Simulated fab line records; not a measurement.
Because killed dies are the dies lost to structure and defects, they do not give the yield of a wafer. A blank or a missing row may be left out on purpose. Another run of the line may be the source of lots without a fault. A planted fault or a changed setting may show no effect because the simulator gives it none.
Which tool was responsible?    flow n5_finfet    11 lots, 33 wafers sampled, at 2 steps of a route of 1938

## WHAT EACH GAUGE READ, for each wafer
N5_BEOL_M13_CD_MEAS_17: the cd target is 190 nm. Usual: 190.2 nm for cd_nm, sd 2.
lot   measured      on         cd_nm (nm)         flag
L294  day 10 13:26  cd_sem-02  192.2 192.0 191.5  
L295  day 11 07:43  cd_sem-01  191.5 190.7 190.4  
L299  day 12 02:58  cd_sem-01  191.3 192.6 192.0  
L300  day 12 06:44  cd_sem-02  192.3 193.2 191.3  
L301  day 12 07:47  cd_sem-01  189.5 190.5 191.1  
L302  day 12 19:26  cd_sem-03  188.4 189.6 188.2  
L310  day 15 06:26  cd_sem-02  188.7 190.1 189.3  
L312  day 15 19:33  cd_sem-02  190.2 191.0 190.8  
L313  day 15 20:19  cd_sem-03  190.9 188.8 189.8  
L311  day 15 21:56  cd_sem-03  190.1 190.2 192.6  
L316  day 17 09:13  cd_sem-02  191.6 190.2 192.3  

## EACH LOT AND THE TOOL THAT RAN IT (in order: tool; ch and the chambers of the sampled wafers; start)
lot   N5_BEOL_M13_ETCH_59
L294  rie_diel-01 ch 0,3, day 10 12:56
L295  rie_diel-03 ch 2,3, day 11 07:14
L299  rie_diel-01 ch 0,1,3, day 12 02:28
L300  rie_diel-04 ch 0,1,2, day 12 06:15
L301  rie_diel-01 ch 1,3, day 12 07:17
L302  rie_diel-04 ch 0,3, day 12 18:56
L310  rie_diel-03 ch 2,3, day 15 05:56
L312  rie_diel-01 ch 0,2,3, day 15 19:02
L313  rie_diel-01 ch 0,3, day 15 19:49
L311  rie_diel-03 ch 1,2,3, day 15 21:26
L316  rie_diel-01 ch 0,1, day 17 08:43
- N5_BEOL_M13_ETCH_59: etches BARC in N2/H2, target depth 89 nm, overetch 26.7 nm, time 67.9 s.

## WHAT THE TOOLS THEMSELVES READ (means of the sampled wafers that have a number; where no wafer has one, the mark that the record gives instead)
N5_BEOL_M13_ETCH_59. Usual: drypump_motor_current_A 5.6 A, standard deviation 0.43; oes_product_au 0.69 a.u., standard deviation 0.065; rf_vpp_V 522.8 V, standard deviation 2.4; showerhead_plenum_p_Torr 2.51 Torr, standard deviation 0.085; throttle_valve_pct 17.74 %, standard deviation 0.18.
lot   tool         drypump_motor_current_A (A)  oes_product_au (a.u.)  rf_vpp_V (V)  showerhead_plenum_p_Torr (Torr)  throttle_valve_pct (%)  flag
L294  rie_diel-01  5.4                          0.69                   525.6         2.60                             17.74                   
L295  rie_diel-03  5.5                          0.63                   523.8         2.54                             17.97                   
L299  rie_diel-01  5.4                          0.70                   522.9         2.54                             17.72                   
L300  rie_diel-04  5.9                          0.72                   521.2         2.46                             17.64                   
L301  rie_diel-01  5.7                          0.67                   522.3         2.53                             17.76                   
L302  rie_diel-04  5.6                          0.73                   522.0         2.47                             17.83                   
L310  rie_diel-03  5.3                          0.74                   523.7         2.56                             17.67                   
L312  rie_diel-01  5.3                          0.66                   523.4         2.51                             17.79                   
L313  rie_diel-01  5.4                          0.65                   523.8         2.58                             17.82                   
L311  rie_diel-03  5.7                          0.73                   524.1         2.56                             17.82                   
L316  rie_diel-01  5.3                          0.71                   522.1         2.48                             17.71                   

## THE ANSWER, worked out from the rows above alone
Rule: take the mean of a lot's wafers that have a number; if it is more than 3 standard deviations from the usual mean, the lot is off. A lot without any number at a reading at which 4 lots or more have one is off too. All remaining lots with rows at the step are treated as sound. First the gauges in route order, then the tools' own readings, where a lot's mean is used as printed above. At the first step where some lot is off, the reading lying furthest off is the one used; lots without a number count as furthest.
No lot is off on any of the readings shown, so nothing can be concluded from this.

## WHAT WAS PUT IN BY THE SIMULATOR
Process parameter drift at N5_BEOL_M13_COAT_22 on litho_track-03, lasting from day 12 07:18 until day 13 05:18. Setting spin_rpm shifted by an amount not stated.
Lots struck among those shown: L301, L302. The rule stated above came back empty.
